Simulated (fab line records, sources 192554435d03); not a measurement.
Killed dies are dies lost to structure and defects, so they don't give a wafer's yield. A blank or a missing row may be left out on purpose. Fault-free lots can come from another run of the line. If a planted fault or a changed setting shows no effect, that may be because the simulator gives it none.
A single fault, viewed from 2 desks | flow n5_finfet | each desk holds nothing but its own numbers, with what lay behind them at the end
Where a reading is given only as a bound, like >300, the bound stands for it, and a mean or a difference that rests on one is marked > or <: the true number lies beyond.

== THE DEFECT DESK ==
Counts from the inspections along the route, per lot, as means over the sampled wafers that have a number. The brackets show how far a lot's mean lies from the usual mean; more than 4 standard deviations puts the lot out of limits, marked OUT.
Columns: A = raw_defect_count at N5_PASSIVATION_INSPECT_61, usual 2.2
lot  | first seen here | A
L609 | day 12 17:52    | 1.3
L624 | day 17 07:04    | >293 (+99 or more) OUT
L625 | day 17 13:39    | >286 (+99 or more) OUT
L626 | day 18 17:23    | 2.0
This desk finds L624, L625 out of limits, L624 being first, at day 17 07:04 (raw_defect_count at N5_PASSIVATION_INSPECT_61). L609, L626 stayed within limits.

== THE TOOL OWNER'S DESK: rie_metal-02 ==
The tool's own readings at N5_MIM_BOT_ETCH_ETCH_00 (etches TiN in Cl2/BCl3, target depth 45.5 nm): means of the sampled wafers that have a number, for each lot that ran on this tool. The brackets show how far a lot's mean lies from the usual mean; more than 4 standard deviations puts the lot out of limits, marked OUT.
Columns: A = drypump_motor_current_A at N5_MIM_BOT_ETCH_ETCH_00, usual 5.8 A; B = mfc_cl2_sccm at N5_MIM_BOT_ETCH_ETCH_00, usual 53.24 sccm; C = oes_ar_750_au at N5_MIM_BOT_ETCH_ETCH_00, usual 0.81 a.u.; D = oes_product_au at N5_MIM_BOT_ETCH_ETCH_00, usual 0.81 a.u.; E = throttle_valve_pct at N5_MIM_BOT_ETCH_ETCH_00, usual 21.92 %
lot  | first seen here | A   | B     | C    | D    | E
L609 | day 12 16:47    | 6.0 | 53.21 | 0.94 | 0.96 | 21.90
L624 | day 17 05:42    | 6.0 | 53.19 | 0.87 | 0.88 | 21.90
L625 | day 17 09:36    | 6.1 | 53.48 | 0.86 | 0.87 | 21.85
This desk's verdict: no lot among the 3 shows anything out of limits.

== PUT TOGETHER ==
The defect desk could have raised an alarm at day 17 07:04, on L624, L625.
Nothing out of limits was seen by the tool owner's desk.
On record at the tool owner's desk: L624, L625, within its limits.
Of the lots named, all ran N5_MIM_BOT_ETCH_ETCH_00 on rie_metal-02.

== WHAT HAD BEEN PUT IN BY THE SIMULATOR ==
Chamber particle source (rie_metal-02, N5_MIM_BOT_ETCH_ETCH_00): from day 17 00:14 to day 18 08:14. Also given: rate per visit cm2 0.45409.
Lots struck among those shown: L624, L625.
Hours from the fault's start to each desk's first reading out of limits: the defect desk, 7.
